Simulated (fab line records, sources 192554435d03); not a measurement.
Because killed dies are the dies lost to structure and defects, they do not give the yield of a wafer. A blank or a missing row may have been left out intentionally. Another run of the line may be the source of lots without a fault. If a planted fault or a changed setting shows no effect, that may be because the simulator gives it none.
Which tool is to blame? ; flow n5Finfet ; Sampling: 12 lots, 36 wafers, 3 of 1938 route steps

## WHAT EACH GAUGE READ, for each wafer
N5_BEOL_M3_CD_MEAS_18: pitch 36 nm, target cd 18 nm.
lot;measured;on;cdNm (nm)
L075;day 7 08:35;cdSem-02;17.9 18.2 18.6
L077;day 7 14:34;cdSem-03;18.0 18.6 17.8
L079;day 7 21:02;cdSem-02;18.3 18.4 18.2
L081;day 8 22:32;cdSem-02;18.3 18.0 18.2
L083;day 9 18:19;cdSem-01;18.7 18.1 18.4
L085;day 10 10:31;cdSem-02;17.7 18.9 18.1
L087;day 10 13:08;cdSem-03;18.4 18.5 17.9
L089;day 11 00:49;cdSem-01;18.0 17.7 17.6
L090;day 11 11:21;cdSem-03;18.4 18.1 18.3
L093;day 12 04:45;cdSem-03;18.4 18.5 18.8
L095;day 12 11:50;cdSem-03;18.0 17.5 18.3
L097;day 13 05:19;cdSem-02;17.6 18.1 18.2

## EACH LOT AND THE TOOL THAT RAN IT (in order: tool; ch and the chambers of the sampled wafers; start)
lot;N5_BEOL_M3_ETCH_63;N5_BEOL_M3_ETCH_64
L075;rieDiel-06 ch 0,1, day 7 08:13;rieDiel-06 ch 0,1, day 7 08:14
L077;rieDiel-03 ch 1,2,3, day 7 14:08;rieDiel-03 ch 1,2,3, day 7 14:10
L079;rieDiel-04 ch 0,2,3, day 7 20:40;rieDiel-04 ch 0,2,3, day 7 20:44
L081;rieDiel-04 ch 0,1,2, day 8 22:10;rieDiel-04 ch 0,1,2, day 8 22:11
L083;rieDiel-03 ch 0,2, day 9 17:56;rieDiel-03 ch 0,2, day 9 17:58
L085;rieDiel-06 ch 0,2,3, day 10 10:08;rieDiel-06 ch 0,2,3, day 10 10:10
L087;rieDiel-04 ch 2,3, day 10 12:41;rieDiel-04 ch 2,3, day 10 12:43
L089;rieDiel-06 ch 1,2,3, day 11 00:19;rieDiel-06 ch 1,2,3, day 11 00:20
L090;rieDiel-06 ch 0,2,3, day 11 10:58;rieDiel-06 ch 0,2,3, day 11 11:00
L093;rieDiel-04 ch 0,1,2, day 12 04:13;rieDiel-04 ch 0,1,2, day 12 04:15
L095;rieDiel-04 ch 0,1,2, day 12 11:25;rieDiel-04 ch 0,1,2, day 12 11:26
L097;rieDiel-03 ch 1,3, day 13 04:47;rieDiel-03 ch 1,3, day 13 04:49
- N5_BEOL_M3_ETCH_63: etches SiARC in CF4, target depth 15.6 nm, time 26 s.
- N5_BEOL_M3_ETCH_64: etches SOC in N2/H2, target depth 75 nm, overetch 15 nm, time 112.5 s.

## THE ANSWER, worked out from the rows above alone
Rule: the usual values come from the lots themselves. Put in order of their means at a reading, lots are off if they are a third of the lots or fewer, leave a main group of 4 or more, and stand apart from it by a gap of 3 or more times the standard deviation of the main group's means; of several such gaps the widest counts. If all means in a main group match to the digits the tables above print for the reading, that group is not used. A lot without any number at a reading at which 4 lots or more have one is off too. The other lots that the step has rows for count as sound.
No lot is off on any of the readings shown, so nothing can be concluded from this.

## WHAT THE SIMULATOR HAD INSERTED
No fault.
